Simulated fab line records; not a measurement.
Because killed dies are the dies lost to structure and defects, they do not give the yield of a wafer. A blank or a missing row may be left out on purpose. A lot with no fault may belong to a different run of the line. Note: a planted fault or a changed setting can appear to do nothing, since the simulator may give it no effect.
Matching of chambers / flow n5-finfet / N5_BEOL_M9_ETCH_66 on rie-diel-06: 4 sister chambers
The step etches SOC in N2/H2, target depth 80 nm, overetch 16 nm, time 120 s. 8 wafers are shown with their chamber, then 10 later ones without.

== WAFERS PAIRED WITH THEIR CHAMBERS ==
wafer=L077.4; chamber=2; drypump-motor-current-A (A)=6.0; showerhead-plenum-p-Torr (Torr)=2.50
wafer=L078.2; chamber=2; drypump-motor-current-A (A)=6.1; showerhead-plenum-p-Torr (Torr)=2.49
wafer=L083.1; chamber=3; drypump-motor-current-A (A)=6.2; showerhead-plenum-p-Torr (Torr)=2.58
wafer=L085.1; chamber=0; drypump-motor-current-A (A)=5.2; showerhead-plenum-p-Torr (Torr)=2.44
wafer=L085.2; chamber=1; drypump-motor-current-A (A)=5.7; showerhead-plenum-p-Torr (Torr)=2.52
wafer=L085.3; chamber=3; drypump-motor-current-A (A)=6.2; showerhead-plenum-p-Torr (Torr)=2.58
wafer=L086.2; chamber=1; drypump-motor-current-A (A)=5.7; showerhead-plenum-p-Torr (Torr)=2.52
wafer=L086.3; chamber=0; drypump-motor-current-A (A)=5.2; showerhead-plenum-p-Torr (Torr)=2.43

== WAFERS WITH NO CHAMBER GIVEN ==
wafer=L086.4; drypump-motor-current-A (A)=6.1; showerhead-plenum-p-Torr (Torr)=2.49
wafer=L093.1; drypump-motor-current-A (A)=5.2; showerhead-plenum-p-Torr (Torr)=2.43
wafer=L093.3; drypump-motor-current-A (A)=5.7; showerhead-plenum-p-Torr (Torr)=2.51
wafer=L093.4; drypump-motor-current-A (A)=6.1; showerhead-plenum-p-Torr (Torr)=2.49
wafer=L092.1; drypump-motor-current-A (A)=6.1; showerhead-plenum-p-Torr (Torr)=2.49
wafer=L092.2; drypump-motor-current-A (A)=5.2; showerhead-plenum-p-Torr (Torr)=2.43
wafer=L092.3; drypump-motor-current-A (A)=5.7; showerhead-plenum-p-Torr (Torr)=2.51
wafer=L095.2; drypump-motor-current-A (A)=5.7; showerhead-plenum-p-Torr (Torr)=2.51
wafer=L095.5; drypump-motor-current-A (A)=5.7; showerhead-plenum-p-Torr (Torr)=2.51
wafer=L095.6; drypump-motor-current-A (A)=5.2; showerhead-plenum-p-Torr (Torr)=2.43

== EACH ONE'S CHAMBER ==
wafer=L086.4; from the rows above=2; in truth=2
wafer=L093.1; from the rows above=0; in truth=0
wafer=L093.3; from the rows above=1; in truth=1
wafer=L093.4; from the rows above=2; in truth=2
wafer=L092.1; from the rows above=2; in truth=2
wafer=L092.2; from the rows above=0; in truth=0
wafer=L092.3; from the rows above=1; in truth=1
wafer=L095.2; from the rows above=1; in truth=1
wafer=L095.5; from the rows above=1; in truth=1
wafer=L095.6; from the rows above=0; in truth=0
Placed correctly: 10 of 10. From these rows, 0 cannot be placed. Wrongly placed: 0.
How it was worked out, from the rows above alone: a wafer's distance from a chamber is the root of the sum, over the readings, of the square of ((its reading less the chamber's mean) divided by the reading's scatter). The wafer belongs to the nearest chamber; if the next one is less than 2 further off, it can't be placed. The mean given for a chamber averages the wafers shown for that chamber. How the scatter is found: for the shown wafers, subtract from each reading the mean of its chamber, square and add these, divide the total by (wafers less chambers), then take the root.
